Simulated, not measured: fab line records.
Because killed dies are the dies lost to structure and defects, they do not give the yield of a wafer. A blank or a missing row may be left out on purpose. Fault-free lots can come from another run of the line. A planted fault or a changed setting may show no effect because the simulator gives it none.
Which tool was responsible? || flow n5_finfet || 13 lots, 38 wafers sampled, at 4 steps of a route of 1938

## WHAT THE GAUGES READ, wafer by wafer
N5_HKMG_FIN_THK_MEAS_70: measures by xrf.
{"lot": "L161", "measured": "day 4 06:36", "on": "film_metro-01", "HK_THK (nm)": "1.597 1.592 1.619"}
{"lot": "L162", "measured": "day 4 06:41", "on": "film_metro-02", "HK_THK (nm)": "1.571 1.607 1.619"}
{"lot": "L163", "measured": "day 4 14:49", "on": "film_metro-01", "HK_THK (nm)": "1.605 1.613 1.616"}
{"lot": "L164", "measured": "day 5 00:59", "on": "film_metro-01", "HK_THK (nm)": "1.606 1.623 1.615"}
{"lot": "L165", "measured": "day 5 07:02", "on": "film_metro-02", "HK_THK (nm)": "1.629 1.604 1.598"}
{"lot": "L166", "measured": "day 5 11:23", "on": "film_metro-01", "HK_THK (nm)": "1.629 1.629 1.633"}
{"lot": "L167", "measured": "day 5 17:19", "on": "film_metro-02", "HK_THK (nm)": "1.647 1.603 1.606"}
{"lot": "L168", "measured": "day 5 20:19", "on": "film_metro-02", "HK_THK (nm)": "1.656 1.625 1.631"}
{"lot": "L169", "measured": "day 6 01:28", "on": "film_metro-01", "HK_THK (nm)": "1.598 1.608 1.588"}
{"lot": "L170", "measured": "day 6 07:58", "on": "film_metro-01", "HK_THK (nm)": "1.604 1.628 1.616"}
{"lot": "L177", "measured": "day 8 02:42", "on": "film_metro-01", "HK_THK (nm)": "1.615 1.600"}
{"lot": "L181", "measured": "day 9 08:34", "on": "film_metro-02", "HK_THK (nm)": "1.551 1.621 1.577"}
{"lot": "L184", "measured": "day 9 21:10", "on": "film_metro-01", "HK_THK (nm)": "1.613 1.619 1.628"}

N5_HKMG_FIN_INSPECT_14: inspects for defects (macro).
{"lot": "L161", "measured": "day 4 07:31", "on": "defect_inspect-02", "raw_defect_count": "1 3 0"}
{"lot": "L162", "measured": "day 4 07:41", "on": "defect_inspect-02", "raw_defect_count": "1 3 3"}
{"lot": "L163", "measured": "day 4 15:45", "on": "defect_inspect-01", "raw_defect_count": "0 1 2"}
{"lot": "L164", "measured": "day 5 01:55", "on": "defect_inspect-01", "raw_defect_count": "4 5 3"}
{"lot": "L165", "measured": "day 5 07:58", "on": "defect_inspect-01", "raw_defect_count": "1 2 2"}
{"lot": "L166", "measured": "day 5 12:19", "on": "defect_inspect-02", "raw_defect_count": "1 6 2"}
{"lot": "L167", "measured": "day 5 18:14", "on": "defect_inspect-02", "raw_defect_count": "0 1 3"}
{"lot": "L168", "measured": "day 5 21:22", "on": "defect_inspect-02", "raw_defect_count": "2 2 2"}
{"lot": "L169", "measured": "day 6 02:16", "on": "defect_inspect-02", "raw_defect_count": "3 4 1"}
{"lot": "L170", "measured": "day 6 08:46", "on": "defect_inspect-02", "raw_defect_count": "1 5 0"}
{"lot": "L177", "measured": "day 8 03:38", "on": "defect_inspect-01", "raw_defect_count": "5 2"}
{"lot": "L181", "measured": "day 9 09:22", "on": "defect_inspect-02", "raw_defect_count": "0 0 5"}
{"lot": "L184", "measured": "day 9 21:58", "on": "defect_inspect-01", "raw_defect_count": "1 2 4"}

## TOOL THAT RAN EACH LOT (tool first, then ch and the chambers of the sampled wafers, then the start)
{"lot": "L161", "N5_HKMG_FIN_CVD_62": "thermal_cvd_si-01 ch 1,2, day 4 05:44", "N5_HKMG_FIN_ALD_36": "ald_metal-02 ch 1,2,3, day 4 06:19"}
{"lot": "L162", "N5_HKMG_FIN_CVD_62": "thermal_cvd_si-02 ch 1,2, day 4 05:53", "N5_HKMG_FIN_ALD_36": "ald_metal-04 ch 0,1,3, day 4 06:24"}
{"lot": "L163", "N5_HKMG_FIN_CVD_62": "thermal_cvd_si-02 ch 0,1,2, day 4 14:08", "N5_HKMG_FIN_ALD_36": "ald_metal-04 ch 0,1,2, day 4 14:32"}
{"lot": "L164", "N5_HKMG_FIN_CVD_62": "thermal_cvd_si-01 ch 0,1, day 4 23:43", "N5_HKMG_FIN_ALD_36": "ald_metal-04 ch 0,3, day 5 00:41"}
{"lot": "L165", "N5_HKMG_FIN_CVD_62": "thermal_cvd_si-02 ch 0,1,2, day 5 06:16", "N5_HKMG_FIN_ALD_36": "ald_metal-01 ch 0,2,3, day 5 06:46"}
{"lot": "L166", "N5_HKMG_FIN_CVD_62": "thermal_cvd_si-01 ch 0,2, day 5 10:41", "N5_HKMG_FIN_ALD_36": "ald_metal-02 ch 0,1,2, day 5 11:06"}
{"lot": "L167", "N5_HKMG_FIN_CVD_62": "thermal_cvd_si-02 ch 0,1,2, day 5 16:29", "N5_HKMG_FIN_ALD_36": "ald_metal-01 ch 0,1, day 5 17:02"}
{"lot": "L168", "N5_HKMG_FIN_CVD_62": "thermal_cvd_si-01 ch 0,1, day 5 19:38", "N5_HKMG_FIN_ALD_36": "ald_metal-01 ch 0,1,3, day 5 20:02"}
{"lot": "L169", "N5_HKMG_FIN_CVD_62": "thermal_cvd_si-02 ch 0,1, day 6 00:47", "N5_HKMG_FIN_ALD_36": "ald_metal-02 ch 2,3, day 6 01:11"}
{"lot": "L170", "N5_HKMG_FIN_CVD_62": "thermal_cvd_si-01 ch 0,1,2, day 6 07:17", "N5_HKMG_FIN_ALD_36": "ald_metal-04 ch 1,2,3, day 6 07:41"}
{"lot": "L177", "N5_HKMG_FIN_CVD_62": "thermal_cvd_si-02 ch 0,2, day 8 02:01", "N5_HKMG_FIN_ALD_36": "ald_metal-02 ch 1,3, day 8 02:25"}
{"lot": "L181", "N5_HKMG_FIN_CVD_62": "thermal_cvd_si-02 ch 0,1,2, day 9 07:52", "N5_HKMG_FIN_ALD_36": "ald_metal-01 ch 0,2, day 9 08:17"}
{"lot": "L184", "N5_HKMG_FIN_CVD_62": "thermal_cvd_si-01 ch 0,2, day 9 20:18", "N5_HKMG_FIN_ALD_36": "ald_metal-04 ch 2,3, day 9 20:53"}
- N5_HKMG_FIN_CVD_62: deposits a-Si from Si2H6, target thk 3 nm, time 20.8 s.
- N5_HKMG_FIN_ALD_36: deposits TiN, target thk 1 nm, pulse time 1 s, purge time 3 s.

## AS READ BY THE TOOLS THEMSELVES (means over the sampled wafers that have a number; for cases with no such wafer, the mark the record gives instead)
N5_HKMG_FIN_CVD_62.
{"lot": "L161", "tool": "thermal_cvd_si-01", "heater_power_w (W)": 1652}
{"lot": "L162", "tool": "thermal_cvd_si-02", "heater_power_w (W)": 1467}
{"lot": "L163", "tool": "thermal_cvd_si-02", "heater_power_w (W)": 1447}
{"lot": "L164", "tool": "thermal_cvd_si-01", "heater_power_w (W)": 1538}
{"lot": "L165", "tool": "thermal_cvd_si-02", "heater_power_w (W)": 1440}
{"lot": "L166", "tool": "thermal_cvd_si-01", "heater_power_w (W)": 1441}
{"lot": "L167", "tool": "thermal_cvd_si-02", "heater_power_w (W)": 1460}
{"lot": "L168", "tool": "thermal_cvd_si-01", "heater_power_w (W)": 1447}
{"lot": "L169", "tool": "thermal_cvd_si-02", "heater_power_w (W)": 1453}
{"lot": "L170", "tool": "thermal_cvd_si-01", "heater_power_w (W)": 1553}
{"lot": "L177", "tool": "thermal_cvd_si-02", "heater_power_w (W)": 1568}
{"lot": "L181", "tool": "thermal_cvd_si-02", "heater_power_w (W)": 1446}
{"lot": "L184", "tool": "thermal_cvd_si-01", "heater_power_w (W)": 1571}

N5_HKMG_FIN_ALD_36.
{"lot": "L161", "tool": "ald_metal-02", "heater_power_w (W)": 840, "precursor_pulse_height_rel": 0.975}
{"lot": "L162", "tool": "ald_metal-04", "heater_power_w (W)": 881, "precursor_pulse_height_rel": 1.012}
{"lot": "L163", "tool": "ald_metal-04", "heater_power_w (W)": 991, "precursor_pulse_height_rel": 0.990}
{"lot": "L164", "tool": "ald_metal-04", "heater_power_w (W)": 899, "precursor_pulse_height_rel": 0.988}
{"lot": "L165", "tool": "ald_metal-01", "heater_power_w (W)": 834, "precursor_pulse_height_rel": 1.014}
{"lot": "L166", "tool": "ald_metal-02", "heater_power_w (W)": 878, "precursor_pulse_height_rel": 0.990}
{"lot": "L167", "tool": "ald_metal-01", "heater_power_w (W)": 921, "precursor_pulse_height_rel": 1.014}
{"lot": "L168", "tool": "ald_metal-01", "heater_power_w (W)": 925, "precursor_pulse_height_rel": 1.012}
{"lot": "L169", "tool": "ald_metal-02", "heater_power_w (W)": 821, "precursor_pulse_height_rel": 1.003}
{"lot": "L170", "tool": "ald_metal-04", "heater_power_w (W)": 932, "precursor_pulse_height_rel": 0.995}
{"lot": "L177", "tool": "ald_metal-02", "heater_power_w (W)": 864, "precursor_pulse_height_rel": 0.983}
{"lot": "L181", "tool": "ald_metal-01", "heater_power_w (W)": 815, "precursor_pulse_height_rel": 0.978}
{"lot": "L184", "tool": "ald_metal-04", "heater_power_w (W)": 1022, "precursor_pulse_height_rel": 1.011}

## THE ANSWER, worked out from the rows above alone
Rule: what is usual is taken from the lots themselves. The widest of any qualifying gaps counts: lots, ordered by their means at a reading, are off when they make up no more than a third of the lots, leave a main group of 4 or more, and stand apart from it by 3 or more times the standard deviation of that group's means. Not used: any main group whose means are identical at the precision the tables above print for the reading. Also off: a lot with no number at a reading for which 4 or more lots have one. Any other lot the step has rows for is counted as sound. First the gauges in route order, then the tools' own readings, where a lot's mean is used as printed above. The first step at which some lot is off is used, and at that step the reading that is off furthest; a lot without a number counts as furthest.
None of the lots is off at any reading shown; this tells nothing.

## WHAT HAD BEEN PUT IN BY THE SIMULATOR
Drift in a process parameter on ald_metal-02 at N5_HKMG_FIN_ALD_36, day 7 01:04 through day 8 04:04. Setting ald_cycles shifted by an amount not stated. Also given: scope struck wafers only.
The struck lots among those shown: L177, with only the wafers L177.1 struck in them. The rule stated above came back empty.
